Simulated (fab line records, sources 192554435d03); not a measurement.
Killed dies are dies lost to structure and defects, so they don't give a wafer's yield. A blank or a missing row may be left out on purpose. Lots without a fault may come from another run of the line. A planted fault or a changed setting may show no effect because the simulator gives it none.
Chamber matching | flow n5_finfet | N5_FIN_CUT_ETCH_30 on rie_diel-01: 4 sister chambers
The step etches underlayer in N2/H2, target depth 13 nm, time 10.4 s. 7 wafers are shown with their chamber, then 8 later ones without.

WAFERS WITH THEIR CHAMBER
wafer  | chamber | showerhead_plenum_p_Torr (Torr) | drypump_motor_current_A (A)
L075.5 | 3       | 2.63                            | 4.9
L079.4 | 1       | 2.40                            | 5.8
L079.6 | 1       | 2.40                            | 5.8
L083.1 | 2       | 2.66                            | 6.3
L083.2 | 0       | 2.63                            | 6.0
L083.4 | 2       | 2.66                            | 6.4
L091.4 | 0       | 2.62                            | 6.0

WAFERS WITHOUT THEIR CHAMBER
wafer  | showerhead_plenum_p_Torr (Torr) | drypump_motor_current_A (A)
L091.5 | 2.62                            | 4.9
L091.6 | 2.62                            | 6.0
L092.1 | 2.71                            | 5.8
L092.4 | 2.62                            | 6.0
L092.6 | 2.65                            | 6.4
L097.1 | 2.61                            | 4.9
L097.4 | 2.64                            | 6.4
L097.5 | 2.61                            | 4.9

WHICH CHAMBER EACH WENT THROUGH
wafer  | from the rows above | in truth
L091.5 | 3                   | 3
L091.6 | 0                   | 0
L092.1 | 2                   | 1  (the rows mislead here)
L092.4 | 0                   | 0
L092.6 | 2                   | 2
L097.1 | 3                   | 3
L097.4 | 2                   | 2
L097.5 | 3                   | 3
Placed correctly: 7 of 8. Can't be placed from these rows: 0. Placed wrongly: 1.
How it was worked out, from the rows above alone: a wafer's distance from a chamber is the root of the sum, over the readings, of the square of ((its reading less the chamber's mean) divided by the reading's scatter). The wafer belongs to the nearest chamber; if the next one is less than 2 further off, it can't be placed. A chamber's mean is the mean of its shown wafers. The scatter: the root of (the sum of the squares of (reading less its chamber's mean) over the shown wafers, divided by (wafers less chambers)).
